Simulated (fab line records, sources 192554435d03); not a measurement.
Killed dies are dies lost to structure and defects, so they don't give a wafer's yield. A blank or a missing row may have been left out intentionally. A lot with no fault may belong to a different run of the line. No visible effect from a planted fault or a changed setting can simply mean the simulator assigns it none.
Which tool did it? | flow n5 finfet | 8 lots, 24 wafers sampled, at 7 steps of a route of 1938

WHAT THE GAUGES READ, wafer by wafer
N5_BEOL_M9_OVL_MEAS_29. Usual: for V8_OVL the level is 0.1 nm and the standard deviation is 0.72.
lot  | measured     | on         | V8_OVL (nm)    | flag
L300 | day 9 23:02  | overlay-01 | -0.6 -2.1 -0.4 |
L302 | day 10 14:47 | overlay-02 | -0.5 -0.2 0.8  |
L308 | day 11 23:09 | overlay-01 | 0.0 -1.1 0.7   |
L314 | day 13 14:38 | overlay-02 | -0.8 1.1 -0.5  |
L317 | day 13 19:41 | overlay-01 | 0.6 -0.2 -0.5  |
L315 | day 13 20:47 | overlay-01 | 0.5 -0.3 1.1   |
L318 | day 14 02:49 | overlay-02 | -1.0 -0.5 -0.6 |
L322 | day 15 12:19 | overlay-02 | 0.6 -0.3 -0.3  |

N5_BEOL_M9_OCD_MEAS_38. Usual: trench depth nm at 152.2 nm, with a standard deviation of 2.9.
lot  | measured     | on     | trench depth nm (nm) | flag
L300 | day 9 23:35  | ocd-02 | 151.8 149.4 152.9    |
L302 | day 10 15:20 | ocd-01 | 155.7 153.1 153.1    |
L308 | day 11 23:42 | ocd-02 | 152.8 153.0 154.1    |
L314 | day 13 15:36 | ocd-01 | 166.0 168.4 168.1    | OFF
L317 | day 13 20:14 | ocd-02 | 150.1 153.6 151.5    |
L315 | day 13 21:20 | ocd-02 | 169.3 166.9 168.0    | OFF
L318 | day 14 03:22 | ocd-02 | 151.9 152.8 153.0    |
L322 | day 15 12:52 | ocd-01 | 156.8 149.0 147.3    |

N5_BEOL_M9_THK_MEAS_53: measures by xrf. Usual: for M9_THK the level is 140 nm and the standard deviation is 3.2.
lot  | measured     | on            | M9_THK (nm) | flag
L300 | day 10 02:56 | film metro-02 | 139 134 139 |
L302 | day 10 17:28 | film metro-01 | 143 140 142 |
L308 | day 12 03:22 | film metro-02 | 142 141 143 |
L314 | day 13 19:34 | film metro-01 | 157 157 157 | OFF
L317 | day 13 23:07 | film metro-02 | 138 141 141 |
L315 | day 13 23:53 | film metro-02 | 158 155 156 | OFF
L318 | day 14 05:38 | film metro-02 | 140 140 141 |
L322 | day 15 16:14 | film metro-02 | 143 137 135 |

N5_BEOL_M9_RS_MEAS_57: uses a four-point probe to measure. Usual: for M9_RS the level is 0.149 ohm/sq and the standard deviation is 0.0036.
lot  | measured     | on            | M9_RS (ohm/sq)    | flag
L300 | day 10 03:04 | film metro-01 | 0.150 0.155 0.149 |
L302 | day 10 17:36 | film metro-02 | 0.145 0.150 0.147 |
L308 | day 12 03:31 | film metro-01 | 0.147 0.147 0.145 |
L314 | day 13 19:42 | film metro-01 | 0.133 0.132 0.133 | OFF
L317 | day 13 23:15 | film metro-02 | 0.151 0.146 0.148 |
L315 | day 14 00:02 | film metro-01 | 0.132 0.134 0.133 | OFF
L318 | day 14 05:47 | film metro-01 | 0.150 0.149 0.149 |
L322 | day 15 16:22 | film metro-02 | 0.145 0.153 0.154 |

WHAT TOOL EACH LOT RAN ON (gives the tool, then ch and the chambers of the sampled wafers, and finally the start)
lot  | N5_BEOL_M9_ETCH_66                 | N5_BEOL_M9_STRIP_36                | N5_BEOL_M9_TRENCH_ETCH_37
L300 | rie diel-02 ch 2,3, day 9 23:13    | rie diel-02 ch 2,3, day 9 23:23    | rie diel-02 ch 2,3, day 9 23:25
L302 | rie diel-04 ch 0,2, day 10 14:57   | rie diel-04 ch 0,2, day 10 15:07   | rie diel-04 ch 0,2, day 10 15:10
L308 | rie diel-04 ch 0,1,2, day 11 23:19 | rie diel-04 ch 0,1,2, day 11 23:29 | rie diel-04 ch 0,1,2, day 11 23:31
L314 | rie diel-04 ch 0,1,2, day 13 15:13 | rie diel-04 ch 0,1,2, day 13 15:23 | rie diel-04 ch 0,1,2, day 13 15:26
L317 | rie diel-02 ch 0,1,3, day 13 19:52 | rie diel-02 ch 0,1,3, day 13 20:02 | rie diel-02 ch 0,1,3, day 13 20:04
L315 | rie diel-04 ch 0,1,2, day 13 20:58 | rie diel-04 ch 0,1,2, day 13 21:07 | rie diel-04 ch 0,1,2, day 13 21:10
L318 | rie diel-02 ch 1,3, day 14 02:59   | rie diel-02 ch 1,3, day 14 03:08   | rie diel-02 ch 1,3, day 14 03:11
L322 | rie diel-01 ch 0,1,2, day 15 12:29 | rie diel-01 ch 0,1,2, day 15 12:39 | rie diel-01 ch 0,1,2, day 15 12:41
- N5_BEOL_M9_ETCH_66: etches SOC in N2/H2, target depth 80 nm, overetch 16 nm, time 120 s.
- N5_BEOL_M9_STRIP_36: strips in N2/H2.
- N5_BEOL_M9_TRENCH_ETCH_37: etches SiCOH lowk in C4F6/O2, target depth 151.43 nm, time 49 s.

AS READ BY THE TOOLS THEMSELVES (means over the sampled wafers that have a number; for cases with no such wafer, the mark the record gives instead)
N5_BEOL_M9_ETCH_66. Usual: bias w 150.1 W, standard deviation 0.43; chamber pressure mTorr 29.99 mTorr, standard deviation 0.031; drypump motor current A 5.5 A, standard deviation 0.48; oes product au 0.61 a.u., standard deviation 0.071; rf fwd power W 835.4 W, standard deviation 2.6; rf vpp V 524.4 V, standard deviation 2.5; showerhead plenum p Torr 2.56 Torr, standard deviation 0.085; throttle valve pct 17.73 %, standard deviation 0.28.
lot  | tool        | bias w (W) | chamber pressure mTorr (mTorr) | drypump motor current A (A) | oes product au (a.u.) | rf fwd power W (W) | rf vpp V (V) | showerhead plenum p Torr (Torr) | throttle valve pct (%) | flag
L300 | rie diel-02 | 150.5      | 30.02                          | 5.0                         | 0.61                  | 834.6              | 522.8        | 2.50                            | 17.90                  |
L302 | rie diel-04 | 149.9      | 30.00                          | 5.2                         | 0.67                  | 835.4              | 524.8        | 2.56                            | 17.61                  |
L308 | rie diel-04 | 150.1      | 30.00                          | 5.1                         | 0.68                  | 833.7              | 525.3        | 2.60                            | 17.60                  |
L314 | rie diel-04 | 150.6      | 30.03                          | 5.1                         | 0.66                  | 837.3              | 524.2        | 2.59                            | 17.61                  |
L317 | rie diel-02 | 149.8      | 30.01                          | 5.7                         | 0.61                  | 834.9              | 525.2        | 2.56                            | 17.72                  |
L315 | rie diel-04 | 150.5      | 29.97                          | 5.1                         | 0.67                  | 836.5              | 525.0        | 2.59                            | 17.62                  |
L318 | rie diel-02 | 149.9      | 30.01                          | 5.4                         | 0.57                  | 835.5              | 524.9        | 2.56                            | 17.88                  |
L322 | rie diel-01 | 150.3      | 30.01                          | 5.6                         | 0.59                  | 833.5              | 524.8        | 2.55                            | 17.75                  |

N5_BEOL_M9_STRIP_36. Usual: chamber pressure mTorr 20.001 mTorr, standard deviation 0.029; drypump motor current A 5.4 A, standard deviation 0.48; oes product au 0.81 a.u., standard deviation 0.097; rf vpp V 59.4 V, standard deviation 1.4; showerhead plenum p Torr 2.56 Torr, standard deviation 0.085; throttle valve pct 23.5 %, standard deviation 0.31.
lot  | tool        | chamber pressure mTorr (mTorr) | drypump motor current A (A) | oes product au (a.u.) | rf vpp V (V) | showerhead plenum p Torr (Torr) | throttle valve pct (%) | flag
L300 | rie diel-02 | 20.017                         | 5.0                         | 0.81                  | 60.2         | 2.50                            | 23.8                   |
L302 | rie diel-04 | 19.991                         | 5.2                         | 0.90                  | 59.2         | 2.56                            | 23.5                   |
L308 | rie diel-04 | 20.003                         | 5.1                         | 0.91                  | 58.9         | 2.59                            | 23.5                   |
L314 | rie diel-04 | 20.018                         | 5.1                         | 0.88                  | 59.4         | 2.59                            | 23.5                   |
L317 | rie diel-02 | 20.020                         | 5.7                         | 0.81                  | 58.0         | 2.55                            | 23.6                   |
L315 | rie diel-04 | 20.020                         | 5.1                         | 0.87                  | 59.8         | 2.59                            | 23.5                   |
L318 | rie diel-02 | 20.012                         | 5.4                         | 0.75                  | 59.7         | 2.55                            | 23.6                   |
L322 | rie diel-01 | 20.008                         | 5.5                         | 0.78                  | 59.1         | 2.54                            | 23.5                   |

N5_BEOL_M9_TRENCH_ETCH_37. Usual: bias w 185.0 W, standard deviation 0.54; chamber pressure mTorr 30.002 mTorr, standard deviation 0.027; drypump motor current A 5.4 A, standard deviation 0.47; mfc ar sccm 300.1 sccm, standard deviation 0.87; oes_f_703_au 0.81 a.u., standard deviation 0.099; oes_o_777_au 0.81 a.u., standard deviation 0.098; oes product au 0.81 a.u., standard deviation 0.099; rf fwd power W 341.4 W, standard deviation 1.3; rf vpp V 660 V, standard deviation 11; showerhead plenum p Torr 2.87 Torr, standard deviation 0.093; throttle valve pct 20.86 %, standard deviation 0.25.
lot  | tool        | bias w (W) | chamber pressure mTorr (mTorr) | drypump motor current A (A) | mfc ar sccm (sccm) | oes_f_703_au (a.u.) | oes_o_777_au (a.u.) | oes product au (a.u.) | rf fwd power W (W) | rf vpp V (V) | showerhead plenum p Torr (Torr) | throttle valve pct (%) | flag
L300 | rie diel-02 | 184.8      | 30.002                         | 5.0                         | 299.5              | 0.79                | 0.79                | 0.81                  | 341.5              | 664          | 2.80                            | 20.95                  |
L302 | rie diel-04 | 184.8      | 30.000                         | 5.2                         | 299.9              | 0.90                | 0.90                | 0.90                  | 340.5              | 665          | 2.86                            | 20.77                  |
L308 | rie diel-04 | 185.1      | 30.024                         | 5.1                         | 300.0              | 0.89                | 0.89                | 0.90                  | 341.3              | 664          | 2.90                            | 20.71                  |
L314 | rie diel-04 | 185.0      | 29.999                         | 5.1                         | 300.5              | 1.13                | 1.09                | 0.93                  | 424.6              | 596          | 2.90                            | 20.75                  | OFF
L317 | rie diel-02 | 185.2      | 29.988                         | 5.7                         | 300.3              | 0.82                | 0.81                | 0.81                  | 342.2              | 651          | 2.87                            | 20.87                  |
L315 | rie diel-04 | 185.3      | 30.002                         | 5.1                         | 300.6              | 1.12                | 1.09                | 0.93                  | 425.3              | 596          | 2.89                            | 20.75                  | OFF
L318 | rie diel-02 | 185.2      | 30.027                         | 5.4                         | 300.4              | 0.75                | 0.74                | 0.75                  | 340.8              | 656          | 2.89                            | 21.14                  |
L322 | rie diel-01 | 185.0      | 30.010                         | 5.6                         | 300.0              | 0.81                | 0.81                | 0.78                  | 341.0              | 664          | 2.86                            | 20.86                  |

THE ANSWER, worked out from the rows above alone
Rule: a lot is off if the mean of its wafers that have a number lies more than 3 standard deviations from the usual mean. Also off: a lot with no number at a reading for which 4 or more lots have one. All remaining lots with rows at the step are treated as sound. First the gauges in route order, then the tools' own readings, where a lot's mean is used as printed above. At the first step where some lot is off, the reading lying furthest off is the one used; lots without a number count as furthest.
Off at N5_BEOL_M9_OCD_MEAS_38 (trench depth nm): L314, L315.
A tool fits if, at a process step before that reading, it ran every lot that is off, and no sound lot after the first of them. Not tried: the gauges at N5_BEOL_M9_OCD_MEAS_38; whatever is off there is also off at N5_BEOL_M9_THK_MEAS_53, on other tools, and gauge error can't account for it. One candidate fits, namely rie diel-04 at N5_BEOL_M9_ETCH_66 and N5_BEOL_M9_STRIP_36 and N5_BEOL_M9_TRENCH_ETCH_37. At N5_BEOL_M9_ETCH_66 its last sound lot is L308 (day 11 23:19), its first lot that is off L314 (day 13 15:13): a fault that began between those two fits.

WHAT WAS PUT IN BY THE SIMULATOR
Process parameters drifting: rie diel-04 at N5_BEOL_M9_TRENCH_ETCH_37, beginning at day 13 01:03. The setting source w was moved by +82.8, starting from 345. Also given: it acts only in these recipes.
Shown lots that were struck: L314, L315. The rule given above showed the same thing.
